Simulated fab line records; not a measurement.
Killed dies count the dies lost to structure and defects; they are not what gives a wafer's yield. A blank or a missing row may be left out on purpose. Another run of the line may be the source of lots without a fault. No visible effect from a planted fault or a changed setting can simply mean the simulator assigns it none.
One fault through the eyes of 2 desks + flow nand harc + each desk holds nothing but its own numbers, with what lay behind them at the end

METROLOGY DESK
What the gauges read, lot by lot, whatever tool the lot ran on: means of the sampled wafers that have a number. A lot is out of limits, marked OUT, if its mean lies more than 4 standard deviations from the usual mean; the brackets give that distance.
Columns: A = cd nm at NHARC_P_M0_CD_MEAS_09, usual 90.3 nm
| lot  | first seen here | A    |
|------|-----------------|------|
| L345 | day 6 07:53     | 90.1 |
| L344 | day 6 09:53     | 90.5 |
| L346 | day 6 17:08     | 91.0 |
| L348 | day 6 20:41     | 90.4 |
| L347 | day 6 21:13     | 89.2 |
| L349 | day 7 00:36     | 90.2 |
| L350 | day 7 06:03     | 90.6 |
| L358 | day 8 21:07     | 90.7 |
| L356 | day 9 03:07     | 90.7 |
| L363 | day 10 13:07    | 91.0 |
| L364 | day 10 18:48    | 90.3 |
| L366 | day 11 02:34    | 91.3 |
| L365 | day 11 02:52    | 91.3 |
This desk's finding: nothing out of limits on any of the 13 lots.

AT THE TOOL OWNER'S DESK: litho track-04
At NHARC_P_M0_SOFTBAKE_04 (time 55 s), the tool's own readings, given per lot that ran on this tool as the mean of the sampled wafers with a number. A lot is out of limits, marked OUT, if its mean lies more than 4 standard deviations from the usual mean; the brackets give that distance.
Columns: A = heater power total W at NHARC_P_M0_SOFTBAKE_04, usual 188.45 W
| lot  | first seen here | A                |
|------|-----------------|------------------|
| L346 | day 6 16:00     | 188.51           |
| L350 | day 7 05:00     | 188.57           |
| L358 | day 8 20:00     | 183.79 (-33) OUT |
| L356 | day 9 02:00     | 183.92 (-32) OUT |
This desk's verdict: out of limits on L356, L358, starting with L358 at day 8 20:00 (heater power total W at NHARC_P_M0_SOFTBAKE_04). In limits: L346, L350.

PUT TOGETHER
An alarm could have come from the tool owner's desk at day 8 20:00, on L356, L358.
Nothing out of limits was seen by the metrology desk.
The metrology desk holds a record of L356, L358, inside its limits.
Every lot named ran NHARC_P_M0_SOFTBAKE_04 on litho track-04.

WHAT WAS PUT IN BY THE SIMULATOR
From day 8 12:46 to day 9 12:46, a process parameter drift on litho track-04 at NHARC_P_M0_SOFTBAKE_04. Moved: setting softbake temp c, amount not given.
Struck lots among those shown: L356, L358.
Time in hours from fault onset to the first out-of-limits reading at each desk: the tool owner's desk, 7.
